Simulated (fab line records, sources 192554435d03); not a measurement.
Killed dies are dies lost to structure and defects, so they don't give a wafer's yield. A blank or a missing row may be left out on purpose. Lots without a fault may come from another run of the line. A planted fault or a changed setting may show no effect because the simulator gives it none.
Which tool did it? | flow n5_finfet | 9 lots, 27 wafers sampled, at 6 steps of a route of 1938

WHAT THE GAUGES READ, wafer by wafer
N5_HKMG_FIN_OVL_MEAS_50.
lot  | measured    | on         | NDIPOLE_OVL (nm)
L382 | day 4 17:31 | overlay-01 | -0.6 -0.9 -0.3
L383 | day 4 23:50 | overlay-01 | 0.6 -0.8 0.4
L389 | day 6 13:12 | overlay-01 | -1.3 -1.3 -1.0
L390 | day 6 17:24 | overlay-02 | 0.6 0.0 -0.5
L391 | day 6 22:28 | overlay-02 | -0.2 -1.1 -0.8
L392 | day 7 04:08 | overlay-02 | -0.9 -1.3 -1.4
L394 | day 7 16:00 | overlay-02 | -1.2 -0.5 0.5
L395 | day 8 00:14 | overlay-02 | 0.9 0.2 0.6
L381 | day 8 22:19 | overlay-01 | -1.0 -1.2 -1.1

N5_HKMG_FIN_INSPECT_14: inspects for defects (macro).
lot  | measured    | on                | raw_defect_count
L382 | day 4 20:49 | defect_inspect-02 | 3 3 2
L383 | day 5 03:14 | defect_inspect-02 | 2 4 3
L389 | day 6 16:48 | defect_inspect-02 | 28 14 15
L390 | day 6 20:48 | defect_inspect-01 | 20 10 25
L391 | day 7 01:47 | defect_inspect-02 | 4 0 2
L392 | day 7 07:43 | defect_inspect-02 | 2 2 3
L394 | day 7 19:17 | defect_inspect-01 | 2 3 0
L395 | day 8 03:52 | defect_inspect-01 | 0 1 3
L381 | day 9 01:55 | defect_inspect-01 | 2 1 2

N5_BEOL_M4_RC_MEAS_101.
lot  | measured     | on        | DIBL_N (mV/V)  | DIBL_P (mV/V)  | IOFF_N (nA/um)    | IOFF_P (nA/um) | ION_N (uA/um) | ION_P (uA/um) | SS_N (mV/dec)  | SS_P (mV/dec)  | VT_N (mV)         | VT_P (mV)
L382 | day 8 15:06  | prober-02 | 33.5 35.2 37.1 | 30.8 33.0 34.6 | 0.133 0.156 0.187 | 0.20 0.23 0.26 | 683 686 677   | 480 476 471   | 70.9 70.7 72.3 | 72.1 72.6 73.4 | 249.5 249.5 245.7 | -248 -246 -244
L383 | day 8 17:10  | prober-02 | 37.9 36.6 39.2 | 37.4 35.8 38.7 | 0.156 0.136 0.189 | 0.19 0.18 0.24 | 664 662 678   | 448 451 458   | 71.6 71.7 72.0 | 73.6 73.1 73.8 | 252.5 253.1 248.9 | -253 -254 -251
L391 | day 10 21:25 | prober-01 | 38.7 37.7 36.6 | 37.3 36.7 34.5 | 0.185 0.170 0.151 | 0.24 0.22 0.19 | 683 676 654   | 466 463 450   | 71.8 71.8 71.3 | 73.4 74.3 73.6 | 248.5 249.2 253.6 | -250 -248 -251
L392 | day 11 04:47 | prober-02 | 36.8 35.7 36.5 | 38.0 36.2 37.4 | 0.164 0.139 0.158 | 0.26 0.22 0.25 | 664 675 678   | 462 471 469   | 71.3 71.6 70.7 | 73.9 72.9 74.2 | 248.3 252.3 249.6 | -246 -250 -245
L394 | day 11 15:17 | prober-01 | 39.8 38.1 38.0 | 39.4 36.4 36.1 | 0.213 0.185 0.174 | 0.26 0.20 0.19 | 686 687 683   | 463 461 456   | 72.4 71.5 71.9 | 75.0 73.2 73.5 | 248.3 247.3 248.9 | -249 -253 -253
L395 | day 11 15:35 | prober-02 | 36.1 35.4 37.2 | 36.2 35.9 38.5 | 0.161 0.151 0.198 | 0.22 0.22 0.26 | 682 681 694   | 473 466 471   | 72.0 71.7 71.3 | 72.8 73.7 72.9 | 248.9 250.4 244.0 | -245 -246 -246
L381 | day 13 19:43 | prober-02 | 35.2 34.6 35.8 | 36.1 35.4 36.3 | 0.172 0.143 0.170 | 0.23 0.23 0.24 | 691 664 680   | 479 471 468   | 71.9 71.3 71.6 | 73.7 73.3 74.1 | 247.3 251.2 250.4 | -247 -246 -246

WHICH TOOL RAN EACH LOT (tool, then ch and the chambers of the sampled wafers, then the start)
lot  | N5_HKMG_FIN_ALD_74              | N5_HKMG_FIN_STRIP_57              | N5_HKMG_FIN_ALD_79
L382 | ald_hk-03 ch 0,1,3, day 4 16:56 | rie_diel-03 ch 1,2,3, day 4 17:52 | ald_metal-02 ch 0,1,2, day 4 18:56
L383 | ald_hk-01 ch 1,2,3, day 4 23:16 | rie_diel-03 ch 0,2,3, day 5 00:10 | ald_metal-02 ch 0,2,3, day 5 01:16
L389 | ald_hk-03 ch 1,3, day 6 12:45   | rie_diel-01 ch 0,1,2, day 6 13:43 | ald_metal-01 ch 0,1,2, day 6 14:50
L390 | ald_hk-01 ch 0,2,3, day 6 16:57 | rie_diel-03 ch 0,1,2, day 6 17:44 | ald_metal-04 ch 1,2,3, day 6 18:49
L391 | ald_hk-03 ch 0,2,3, day 6 21:53 | rie_diel-03 ch 1,2,3, day 6 22:49 | ald_metal-01 ch 0,1,2, day 6 23:53
L392 | ald_hk-01 ch 0,1,3, day 7 03:41 | rie_diel-03 ch 0,2, day 7 04:28   | ald_metal-04 ch 0,1, day 7 05:52
L394 | ald_hk-01 ch 1,2,3, day 7 15:26 | rie_diel-03 ch 2,3, day 7 16:20   | ald_metal-04 ch 0,3, day 7 17:26
L395 | ald_hk-03 ch 0,3, day 7 23:38   | rie_diel-03 ch 1,2, day 8 00:35   | ald_metal-02 ch 0,3, day 8 01:44
L381 | ald_hk-02 ch 0,1, day 8 21:35   | rie_diel-01 ch 0,2,3, day 8 22:51 | ald_metal-01 ch 0,1, day 8 23:56
- N5_HKMG_FIN_ALD_74: deposits La2O3, target thk 0.5 nm, pulse time 6 s, co reactant pulse time 1 s.
- N5_HKMG_FIN_STRIP_57: strips in CF4.
- N5_HKMG_FIN_ALD_79: deposits TiN, target thk 1.5 nm, pulse time 1 s, purge time 3 s.

WHAT THE TOOLS THEMSELVES READ (means of the sampled wafers that have a number; where no wafer has one, the mark that the record gives instead)
N5_HKMG_FIN_ALD_74.
lot  | tool      | heater_power_w (W) | precursor_pulse_height_rel
L382 | ald_hk-03 | 359                | 0.994
L383 | ald_hk-01 | 371                | 0.966
L389 | ald_hk-03 | 372                | 0.992
L390 | ald_hk-01 | 376                | 1.004
L391 | ald_hk-03 | 331                | 1.014
L392 | ald_hk-01 | 359                | 0.979
L394 | ald_hk-01 | 374                | 1.003
L395 | ald_hk-03 | 347                | 1.013
L381 | ald_hk-02 | 318                | 0.995

N5_HKMG_FIN_STRIP_57.
lot  | tool        | bias_power_w (W) | cf4_flow_sccm (sccm) | drypump_motor_current_A (A) | oes_product_au (a.u.) | rf_vpp_V (V) | showerhead_plenum_p_Torr (Torr) | throttle_valve_pct (%)
L382 | rie_diel-03 | 74.86            | 149.7                | 5.7                         | 0.77                  | 271.1        | 1.81                            | 13.60
L383 | rie_diel-03 | 75.01            | 149.5                | 5.5                         | 0.73                  | 270.7        | 1.81                            | 13.74
L389 | rie_diel-01 | -                | -                    | -                           | -                     | -            | -                               | -
L390 | rie_diel-03 | -                | -                    | -                           | -                     | -            | -                               | -
L391 | rie_diel-03 | 74.93            | 150.7                | 5.8                         | 0.75                  | 271.0        | 1.81                            | 13.63
L392 | rie_diel-03 | 74.98            | 149.9                | 5.6                         | 0.70                  | 271.4        | 1.80                            | 13.90
L394 | rie_diel-03 | 74.95            | 150.1                | 5.9                         | 0.73                  | 270.3        | 1.78                            | 13.69
L395 | rie_diel-03 | 75.19            | 150.2                | 6.1                         | 0.75                  | 271.0        | 1.79                            | 13.67
L381 | rie_diel-01 | 75.02            | 149.6                | 5.6                         | 0.80                  | 272.4        | 1.83                            | 13.47

N5_HKMG_FIN_ALD_79.
lot  | tool         | heater_power_w (W) | precursor_pulse_height_rel
L382 | ald_metal-02 | 886                | 0.981
L383 | ald_metal-02 | 823                | 0.987
L389 | ald_metal-01 | 910                | 1.023
L390 | ald_metal-04 | 899                | 1.024
L391 | ald_metal-01 | 883                | 0.975
L392 | ald_metal-04 | 972                | 1.013
L394 | ald_metal-04 | 817                | 0.999
L395 | ald_metal-02 | 753                | 1.006
L381 | ald_metal-01 | 880                | 0.994

THE ANSWER, worked out from the rows above alone
Rule: what is usual is taken from the lots themselves. Put in order of their means at a reading, lots are off if they are a third of the lots or fewer, leave a main group of 4 or more, and stand apart from it by a gap of 3 or more times the standard deviation of the main group's means; of several such gaps the widest counts. A main group whose means are all the same, to the digits that the tables above print for the reading, isn't used. A lot without any number at a reading at which 4 lots or more have one is off too. The other lots that the step has rows for count as sound. The gauges are gone through in route order, then the tools' own readings, and for those a lot's mean is taken as printed above. The first step at which some lot is off is used, and at that step the reading that is off furthest; a lot without a number counts as furthest.
Off: L389, L390, at N5_HKMG_FIN_INSPECT_14 (raw_defect_count). The main group: mean 2.1, standard deviation 0.56.
A tool fits if, at a process step before that reading, it ran every lot that is off, and no sound lot after the first of them. The gauges at N5_HKMG_FIN_INSPECT_14 aren't tried: what is off there is off at N5_HKMG_FIN_STRIP_57 too, on other tools, and a gauge's error can't cause that. None of those tried fits.

WHAT THE SIMULATOR HAD PUT IN
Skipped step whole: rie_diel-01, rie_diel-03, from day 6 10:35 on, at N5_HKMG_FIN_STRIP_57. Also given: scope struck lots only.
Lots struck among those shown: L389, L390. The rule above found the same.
